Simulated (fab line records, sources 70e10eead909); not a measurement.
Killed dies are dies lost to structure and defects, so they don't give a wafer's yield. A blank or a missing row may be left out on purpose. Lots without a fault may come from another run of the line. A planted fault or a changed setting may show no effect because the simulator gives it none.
One fault seen from 3 desks | flow nand_harc | each desk has only its own numbers; what lay behind them comes last

THE TOOL OWNER'S DESK: arfi_scanner-02
The tool's own readings at NHARC_A_BLC_EXPOSE_07 (exposes mask A BLC, target cd 100 nm): means of the sampled wafers that have a number, for each lot that ran on this tool. A lot is out of limits, marked OUT, if its mean lies more than 4 standard deviations from the usual mean; the brackets give that distance.
Columns: A = exposure_dose_mJ_cm2 at NHARC_A_BLC_EXPOSE_07, usual 67.91; B = stage_vel_mm_s at NHARC_A_BLC_EXPOSE_07, usual 500.00 mm/s
lot  | first seen here | A               | B
L637 | day 23 10:16    | 67.94           | 499.92
L643 | day 25 12:36    | 67.87           | 500.05
L649 | day 27 14:20    | 68.59 (+10) OUT | 499.87
L654 | day 30 11:23    | 67.86           | 500.30
L656 | day 31 01:48    | 67.84           | 499.95
This desk's finding: out of limits on L649; first on L649, day 27 14:20 (exposure_dose_mJ_cm2 at NHARC_A_BLC_EXPOSE_07). In limits: L637, L643, L654, L656.

THE DEFECT DESK
What the inspections along the route counted, lot by lot: means of the sampled wafers that have a number. A lot is out of limits, marked OUT, if its mean lies more than 4 standard deviations from the usual mean; the brackets give that distance.
Columns: A = raw_defect_count at NHARC_A_BLC_INSPECT_12, usual 86
lot  | first seen here | A
L637 | day 23 10:32    | 98
L639 | day 23 10:41    | 120
L640 | day 24 00:52    | 122
L641 | day 24 03:02    | 33
L643 | day 25 12:52    | 118
L649 | day 27 18:10    | 71
L654 | day 30 11:38    | 73
L655 | day 30 12:48    | 115
L656 | day 31 02:04    | 122
L658 | day 32 13:44    | 82
L659 | day 32 16:22    | 74
This desk's finding: nothing out of limits on any of the 11 lots.

THE METROLOGY DESK
What the gauges read, lot by lot, whatever tool the lot ran on: means of the sampled wafers that have a number. A lot is out of limits, marked OUT, if its mean lies more than 4 standard deviations from the usual mean; the brackets give that distance.
Columns: A = cd_nm at NHARC_A_BLC_CD_MEAS_10, usual 100.2 nm
lot  | first seen here | A
L637 | day 23 10:24    | 100.0
L639 | day 23 10:34    | 100.2
L640 | day 24 00:44    | 99.9
L641 | day 24 02:55    | 99.8
L643 | day 25 12:44    | 100.3
L649 | day 27 14:28    | 97.9 (-5.0) OUT
L654 | day 30 11:31    | 100.3
L655 | day 30 12:40    | 99.8
L656 | day 31 01:56    | 100.2
L658 | day 32 13:37    | 100.3
L659 | day 32 16:15    | 99.7
This desk's finding: out of limits on L649; first on L649, day 27 14:28 (cd_nm at NHARC_A_BLC_CD_MEAS_10). In limits: L637, L639, L640, L641, L643, L654, L655, L656, L658, L659.

PUT TOGETHER
The tool owner's desk could have raised an alarm at day 27 14:20, on L649.
The metrology desk could have raised an alarm at day 27 14:28, on L649.
The defect desk saw nothing out of limits.
The defect desk has L649 on record, within its limits.
Of the lots named, all ran NHARC_A_BLC_EXPOSE_07 on arfi_scanner-02.

WHAT THE SIMULATOR HAD PUT IN
Process parameter drift: arfi_scanner-02, from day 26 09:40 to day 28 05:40, at NHARC_A_BLC_EXPOSE_07. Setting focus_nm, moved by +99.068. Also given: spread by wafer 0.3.
Lots struck among those shown: L649.
Hours from the fault's start to each desk's first reading out of limits: the tool owner's desk, 29; the metrology desk, 29.
